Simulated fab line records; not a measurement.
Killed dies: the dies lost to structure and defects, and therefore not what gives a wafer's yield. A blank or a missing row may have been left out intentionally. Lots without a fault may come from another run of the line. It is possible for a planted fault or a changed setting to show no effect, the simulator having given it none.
What tool caused it? | flow nandHarc | 14 lots, 42 wafers sampled, at 5 steps of a route of 1302

## WHAT THE GAUGES READ, wafer by wafer
NHARC_A_ONON_D2_THK_MEAS_18: measures by ellipsometry. Usual: thkNm 1000 nm, standard deviation 11.
lot  | measured     | on           | thkNm (nm)     | flag
L932 | day 13 13:52 | filmMetro-01 | 994 994 994    | 
L934 | day 14 00:19 | filmMetro-02 | 1000 1000 999  | 
L936 | day 14 20:19 | filmMetro-01 | 980 982 981    | 
L937 | day 15 09:28 | filmMetro-02 | 1020 1021 1019 | 
L938 | day 15 15:55 | filmMetro-02 | 995 997 996    | 
L944 | day 18 17:53 | filmMetro-02 | 1023 1025 1025 | 
L946 | day 18 17:53 | filmMetro-01 | 465 1012 1011  | OFF
L945 | day 19 07:22 | filmMetro-02 | 469 1015 1016  | OFF
L947 | day 19 15:55 | filmMetro-02 | 1007 1005 1005 | 
L950 | day 20 12:09 | filmMetro-02 | 1003 1005 1005 | 
L949 | day 20 12:10 | filmMetro-01 | 988 988 989    | 
L952 | day 21 07:02 | filmMetro-01 | 987 987 985    | 
L954 | day 22 10:20 | filmMetro-01 | 1002 1000 1001 | 
L953 | day 23 14:22 | filmMetro-01 | 989 988 991    | 

NHARC_A_ONON_D2_INSPECT_32. Usual: rawDefectCount 404, standard deviation 190.
lot  | measured     | on               | rawDefectCount | flag
L932 | day 13 16:39 | defectInspect-01 | 296 827 275    | 
L934 | day 14 03:07 | defectInspect-02 | 476 482 316    | 
L936 | day 14 23:08 | defectInspect-02 | 289 334 278    | 
L937 | day 15 12:18 | defectInspect-01 | 317 165 165    | 
L938 | day 15 18:52 | defectInspect-01 | 307 395 462    | 
L944 | day 18 20:40 | defectInspect-02 | 303 336 285    | 
L946 | day 18 20:41 | defectInspect-01 | 361 436 284    | 
L945 | day 19 10:10 | defectInspect-01 | 300 322 339    | 
L947 | day 19 18:43 | defectInspect-02 | 415 284 428    | 
L950 | day 20 14:58 | defectInspect-01 | 449 315 381    | 
L949 | day 20 14:58 | defectInspect-02 | 438 521 276    | 
L952 | day 21 09:50 | defectInspect-01 | 237 296 309    | 
L954 | day 22 13:18 | defectInspect-01 | 479 1227 731   | 
L953 | day 23 17:20 | defectInspect-02 | 209 297 254    | 

NHARC_END_SORT_01. Usual: killedAtArray 58, standard deviation 15; killedAtOther 0.8, standard deviation 1.2; killedAtPeriphery 3.5, standard deviation 2.5; killedDies 62, standard deviation 15; killedOpen 3.2, standard deviation 1.7; killedShort 2.4, standard deviation 1.5.
lot  | measured     | on        | killedAtArray | killedAtOther | killedAtPeriphery | killedDies | killedOpen | killedShort | flag
L946 | day 30 11:59 | prober-01 | 673 62 57     | 1 0 2         | 3 2 3             | 677 64 62  | 8 4 7      | 1 3 1       | OFF
L945 | day 31 03:28 | prober-01 | 671 31 38     | 4 1 2         | 2 2 3             | 677 34 43  | 6 2 3      | 2 2 3       | OFF

## WHICH TOOL RAN EACH LOT (tool, then ch and the chambers of the sampled wafers, then the start)
lot  | NHARC_A_DECK1_JOINT_CMP_13    | NHARC_A_ONON_D2_DEP_16
L932 | cmp-01 ch 0,1, day 11 22:23   | pecvdOnon-02 ch 0, day 13 13:25
L934 | cmp-01 ch 1,2,3, day 12 11:14 | pecvdOnon-02 ch 0, day 13 23:52
L936 | cmp-04 ch 0,1,3, day 13 11:02 | pecvdOnon-04 ch 0, day 14 19:49
L937 | cmp-01 ch 0,2,3, day 14 00:23 | pecvdOnon-04 ch 0, day 15 08:58
L938 | cmp-01 ch 2,3, day 14 07:50   | pecvdOnon-02 ch 0, day 15 15:24
L944 | cmp-04 ch 0,1,3, day 17 01:22 | pecvdOnon-04 ch 0, day 18 17:23
L946 | cmp-02 ch 0,3, day 17 07:49   | pecvdOnon-02 ch 0, day 18 17:23
L945 | cmp-01 ch 1,2,3, day 17 17:14 | pecvdOnon-02 ch 0, day 19 06:52
L947 | cmp-02 ch 1,2,3, day 18 06:50 | pecvdOnon-01 ch 0, day 19 15:28
L950 | cmp-04 ch 0,2,3, day 19 00:37 | pecvdOnon-04 ch 0, day 20 11:43
L949 | cmp-02 ch 0,1,2, day 19 00:37 | pecvdOnon-01 ch 0, day 20 11:39
L952 | cmp-01 ch 0,2,3, day 19 19:10 | pecvdOnon-04 ch 0, day 21 06:32
L954 | cmp-01 ch 1,2, day 20 14:22   | pecvdOnon-04 ch 0, day 22 09:56
L953 | cmp-02 ch 1,2, day 22 01:50   | pecvdOnon-04 ch 0, day 23 13:55
- NHARC_A_DECK1_JOINT_CMP_13: polishes, target thk 51.023 nm.
- NHARC_A_ONON_D2_DEP_16: target thk 1000 nm.

## AS READ BY THE TOOLS THEMSELVES (means over the sampled wafers that have a number; for cases with no such wafer, the mark the record gives instead)
NHARC_A_DECK1_JOINT_CMP_13. Usual: motorCurrentA 11.9 A, standard deviation 1; timeToEndpointS 8.7 s, standard deviation 1.7.
lot  | tool   | motorCurrentA (A) | timeToEndpointS (s) | flag
L932 | cmp-01 | 12.3              | 10.4                | 
L934 | cmp-01 | 11.7              | 9.2                 | 
L936 | cmp-04 | 11.7              | 7.8                 | 
L937 | cmp-01 | 12.6              | 7.2                 | 
L938 | cmp-01 | 11.4              | 8.6                 | 
L944 | cmp-04 | 12.1              | 10.6                | 
L946 | cmp-02 | 11.4              | 7.8                 | 
L945 | cmp-01 | 11.8              | 11.9                | 
L947 | cmp-02 | 11.3              | 8.3                 | 
L950 | cmp-04 | 11.5              | 10.6                | 
L949 | cmp-02 | 12.1              | 8.9                 | 
L952 | cmp-01 | 12.5              | 8.6                 | 
L954 | cmp-01 | 11.6              | 8.6                 | 
L953 | cmp-02 | 10.7              | 6.4                 | 

## THE ANSWER, worked out from the rows above alone
Rule: take the mean of a lot's wafers that have a number; if it is more than 3 standard deviations from the usual mean, the lot is off. Also off: a lot with no number at a reading for which 4 or more lots have one. All remaining lots with rows at the step are treated as sound. The gauges are gone through in route order, then the tools' own readings, and for those a lot's mean is taken as printed above. At the first step where some lot is off, the reading lying furthest off is the one used; lots without a number count as furthest.
Off: L946, L945 (NHARC_A_ONON_D2_THK_MEAS_18, thkNm).
A tool fits if, at a process step before that reading, it ran every lot that is off, and no sound lot after the first of them. The gauges at NHARC_A_ONON_D2_THK_MEAS_18 aren't tried: what is off there is off at NHARC_END_SORT_01 too, on other tools, and a gauge's error can't cause that. One fits: NHARC_A_ONON_D2_DEP_16 on pecvdOnon-02. A fault onset in the window from L938 (day 15 15:24, its last sound lot) to L946 (day 18 17:23, its first lot off) fits.

## WHAT WAS PUT IN BY THE SIMULATOR
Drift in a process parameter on pecvdOnon-02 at NHARC_A_ONON_D2_DEP_16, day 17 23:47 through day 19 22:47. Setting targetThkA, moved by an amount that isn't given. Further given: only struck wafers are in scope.
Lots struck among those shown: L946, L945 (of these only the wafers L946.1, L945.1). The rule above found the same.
